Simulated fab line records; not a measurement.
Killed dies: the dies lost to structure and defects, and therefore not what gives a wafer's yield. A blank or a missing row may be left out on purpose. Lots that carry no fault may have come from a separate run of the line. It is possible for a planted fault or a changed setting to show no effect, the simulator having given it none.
Lot-split experiment / flow n5-finfet / 21 wafers read from 7 lots, route of 1938 steps

== THE SPLIT ITSELF ==
At N5_BEOL_M0_CUTY_ETCH_63 (etches SOC in N2/H2, target depth 82.7 nm, overetch 16.5 nm, time 124 s), the setting source-w was moved away from the recipe's 840 W on 7 of the 21 wafers read, by -11.5% to +16.7%. This setting was run at the recipe's value on the other wafers.

The reading is taken at the split's own step.

== THE READING ==
rf-vpp-V, in V, at N5_BEOL_M0_CUTY_ETCH_63 (etches SOC in N2/H2, target depth 82.7 nm, overetch 16.5 nm, time 124 s). Typical for fault-free wafers on this fab line: 524.0 V, with standard deviation 2.9 V.

wafer=L074.1; tool, chamber at the split=rie-diel-04, 3; source-w as run, W=840; against the recipe=recipe; rf-vpp-V, V=525.1; against lot-mates on the recipe=-
wafer=L074.2; tool, chamber at the split=rie-diel-04, 0; source-w as run, W=886.3; against the recipe=+5.5%; rf-vpp-V, V=512.7; against lot-mates on the recipe=-13.3
wafer=L074.6; tool, chamber at the split=rie-diel-04, 1; source-w as run, W=840; against the recipe=recipe; rf-vpp-V, V=526.9; against lot-mates on the recipe=-
wafer=L078.2; tool, chamber at the split=rie-diel-02, 3; source-w as run, W=897.9; against the recipe=+6.9%; rf-vpp-V, V=512.0; against lot-mates on the recipe=-14.5
wafer=L078.3; tool, chamber at the split=rie-diel-02, 1; source-w as run, W=840; against the recipe=recipe; rf-vpp-V, V=525.7; against lot-mates on the recipe=-
wafer=L078.4; tool, chamber at the split=rie-diel-02, 2; source-w as run, W=840; against the recipe=recipe; rf-vpp-V, V=527.2; against lot-mates on the recipe=-
wafer=L080.1; tool, chamber at the split=rie-diel-02, 2; source-w as run, W=840; against the recipe=recipe; rf-vpp-V, V=528.4; against lot-mates on the recipe=-
wafer=L080.3; tool, chamber at the split=rie-diel-02, 1; source-w as run, W=840; against the recipe=recipe; rf-vpp-V, V=526.8; against lot-mates on the recipe=-
wafer=L080.4; tool, chamber at the split=rie-diel-02, 3; source-w as run, W=840; against the recipe=recipe; rf-vpp-V, V=521.8; against lot-mates on the recipe=-
wafer=L081.2; tool, chamber at the split=rie-diel-02, 1; source-w as run, W=968.7; against the recipe=+15.3%; rf-vpp-V, V=501.8; against lot-mates on the recipe=-25.7
wafer=L081.4; tool, chamber at the split=rie-diel-02, 2; source-w as run, W=840; against the recipe=recipe; rf-vpp-V, V=528.1; against lot-mates on the recipe=-
wafer=L081.5; tool, chamber at the split=rie-diel-02, 2; source-w as run, W=840; against the recipe=recipe; rf-vpp-V, V=526.9; against lot-mates on the recipe=-
wafer=L089.1; tool, chamber at the split=rie-diel-05, 2; source-w as run, W=840; against the recipe=recipe; rf-vpp-V, V=524.8; against lot-mates on the recipe=-
wafer=L089.2; tool, chamber at the split=rie-diel-05, 0; source-w as run, W=743; against the recipe=-11.5%; rf-vpp-V, V=544.8; against lot-mates on the recipe=+23.0
wafer=L089.3; tool, chamber at the split=rie-diel-05, 1; source-w as run, W=840; against the recipe=recipe; rf-vpp-V, V=518.7; against lot-mates on the recipe=-
wafer=L091.2; tool, chamber at the split=rie-diel-02, 2; source-w as run, W=840; against the recipe=recipe; rf-vpp-V, V=527.0; against lot-mates on the recipe=-
wafer=L091.4; tool, chamber at the split=rie-diel-02, 1; source-w as run, W=757.6; against the recipe=-9.8%; rf-vpp-V, V=543.7; against lot-mates on the recipe=+16.7
wafer=L091.5; tool, chamber at the split=rie-diel-02, 2; source-w as run, W=757.6; against the recipe=-9.8%; rf-vpp-V, V=547.0; against lot-mates on the recipe=+20.0
wafer=L093.1; tool, chamber at the split=rie-diel-05, 3; source-w as run, W=979.9; against the recipe=+16.7%; rf-vpp-V, V=497.4; against lot-mates on the recipe=-24.9
wafer=L093.2; tool, chamber at the split=rie-diel-05, 2; source-w as run, W=840; against the recipe=recipe; rf-vpp-V, V=524.9; against lot-mates on the recipe=-
wafer=L093.4; tool, chamber at the split=rie-diel-05, 1; source-w as run, W=840; against the recipe=recipe; rf-vpp-V, V=519.6; against lot-mates on the recipe=-

THE FIT
A straight line over all 21 wafers: rf-vpp-V changes by -1.75 V for each +1% of source-w; r = -0.97; the points scatter about the line by 2.9 V.
The same after taking each lot's own level away (the mean of its wafers on the recipe; 21 wafers): -1.76 V for each +1%; r = -0.98; scatter 2.4 V.
Per that fit: largest source-w move, reading shift of 29 V.
The lots' own levels span 521.75 to 527.50 V, that is 2.0 times the standard deviation above.
So the lot-to-lot level changes the slope little: the two slopes agree.
Check: for one of the wafers moved furthest among these (+16.7%), held out of the fit, the line's prediction against its lot-mates is -31.1 V. Against them it came out at -24.9 V.
Tool readings at the split's step, against how far the setting was moved: rf-vpp-V r = -0.97.

== THE OTHER SPLITS THESE WAFERS WENT THROUGH ==
These wafers also went through other splits before the reading. Each is held against what the fit with the lots' levels taken away leaves over:
other split on the same wafers=N5_MOL_CONTACT_COAG_COAT_02 spin-rpm; wafers away from the commonest value=10; r with rf-vpp-V (lot level and that fit taken away)=-0.30
other split on the same wafers=N5_MOL_CONTACT_COAG_ALD_27 ald-cycles; wafers away from the commonest value=6; r with rf-vpp-V (lot level and that fit taken away)=-0.18
other split on the same wafers=N5_MOL_CONTACT_COAG_COAT_76 spin-rpm; wafers away from the commonest value=12; r with rf-vpp-V (lot level and that fit taken away)=+0.12
other split on the same wafers=N5_MOL_CONTACT_COAG_DESCUM_45 time-s; wafers away from the commonest value=5; r with rf-vpp-V (lot level and that fit taken away)=-0.47
other split on the same wafers=N5_BEOL_M0_SAQP_DESCUM_45 time-s; wafers away from the commonest value=7; r with rf-vpp-V (lot level and that fit taken away)=+0.06
other split on the same wafers=N5_BEOL_M0_SAQP_ETCH_88 source-w; wafers away from the commonest value=7; r with rf-vpp-V (lot level and that fit taken away)=+0.04

== THE FILE'S OWN FIT ==
rf-vpp-V changes by -1.74 V for each +1% of source-w, r = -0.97.
